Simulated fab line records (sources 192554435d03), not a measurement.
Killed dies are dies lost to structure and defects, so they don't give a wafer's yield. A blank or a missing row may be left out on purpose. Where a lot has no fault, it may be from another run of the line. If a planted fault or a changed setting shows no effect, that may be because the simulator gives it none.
Which tool did it? || flow n5Finfet || at 1 step of a route of 1938, 15 lots with 45 wafers sampled

== WHAT THE GAUGES SHOWED, per wafer ==
N5_BEOL_M1_OVL_MEAS_12. Usual: M1_OVL typically reads 0.2 nm, with standard deviation 0.7.
{"lot": "L564", "measured": "day 5 21:55", "on": "overlay-01", "M1_OVL (nm)": "0.1 0.5 1.2", "flag": ""}
{"lot": "L567", "measured": "day 6 17:52", "on": "overlay-02", "M1_OVL (nm)": "0.0 1.0 -0.3", "flag": ""}
{"lot": "L566", "measured": "day 6 17:55", "on": "overlay-01", "M1_OVL (nm)": "-0.7 0.0 0.1", "flag": ""}
{"lot": "L568", "measured": "day 7 10:19", "on": "overlay-01", "M1_OVL (nm)": "-0.8 -0.1 0.7", "flag": ""}
{"lot": "L571", "measured": "day 7 17:04", "on": "overlay-02", "M1_OVL (nm)": "0.4 -0.6 -1.2", "flag": ""}
{"lot": "L573", "measured": "day 8 06:47", "on": "overlay-01", "M1_OVL (nm)": "0.8 0.0 -0.5", "flag": ""}
{"lot": "L574", "measured": "day 8 12:02", "on": "overlay-02", "M1_OVL (nm)": "-0.2 -1.6 -0.6", "flag": ""}
{"lot": "L575", "measured": "day 8 22:38", "on": "overlay-01", "M1_OVL (nm)": "1.4 0.5 0.8", "flag": ""}
{"lot": "L576", "measured": "day 9 00:51", "on": "overlay-02", "M1_OVL (nm)": "0.5 -0.4 0.4", "flag": ""}
{"lot": "L577", "measured": "day 9 13:47", "on": "overlay-01", "M1_OVL (nm)": "0.2 0.0 0.4", "flag": ""}
{"lot": "L579", "measured": "day 10 01:17", "on": "overlay-02", "M1_OVL (nm)": "1.2 0.3 0.7", "flag": ""}
{"lot": "L583", "measured": "day 10 22:43", "on": "overlay-01", "M1_OVL (nm)": "0.2 -0.4 -0.1", "flag": ""}
{"lot": "L585", "measured": "day 11 11:56", "on": "overlay-01", "M1_OVL (nm)": "-0.4 -1.2 0.0", "flag": ""}
{"lot": "L586", "measured": "day 11 15:43", "on": "overlay-01", "M1_OVL (nm)": "0.5 0.8 0.2", "flag": ""}
{"lot": "L587", "measured": "day 11 23:25", "on": "overlay-01", "M1_OVL (nm)": "-0.8 -0.7 0.0", "flag": ""}

== WHAT TOOL EACH LOT RAN ON (gives the tool, then ch and the chambers of the sampled wafers, and finally the start) ==
No process step before these readings appears in the record.

== AS READ BY THE TOOLS THEMSELVES (means over the sampled wafers that have a number; for cases with no such wafer, the mark the record gives instead) ==
The record holds no such reading with a usual standard deviation.

== THE ANSWER, worked out from the rows above alone ==
Rule: lot off if the mean of its wafers having a number is beyond 3 standard deviations from the usual mean. Also off: a lot with no number at a reading for which 4 or more lots have one. The other lots that the step has rows for count as sound. First the gauges in route order, then the tools' own readings, where a lot's mean is used as printed above. The first step at which some lot is off is used, and at that step the reading that is off furthest; a lot without a number counts as furthest.
Nothing can be told from this: no lot is off at any reading shown.

== WHAT THE SIMULATOR HAD PUT IN ==
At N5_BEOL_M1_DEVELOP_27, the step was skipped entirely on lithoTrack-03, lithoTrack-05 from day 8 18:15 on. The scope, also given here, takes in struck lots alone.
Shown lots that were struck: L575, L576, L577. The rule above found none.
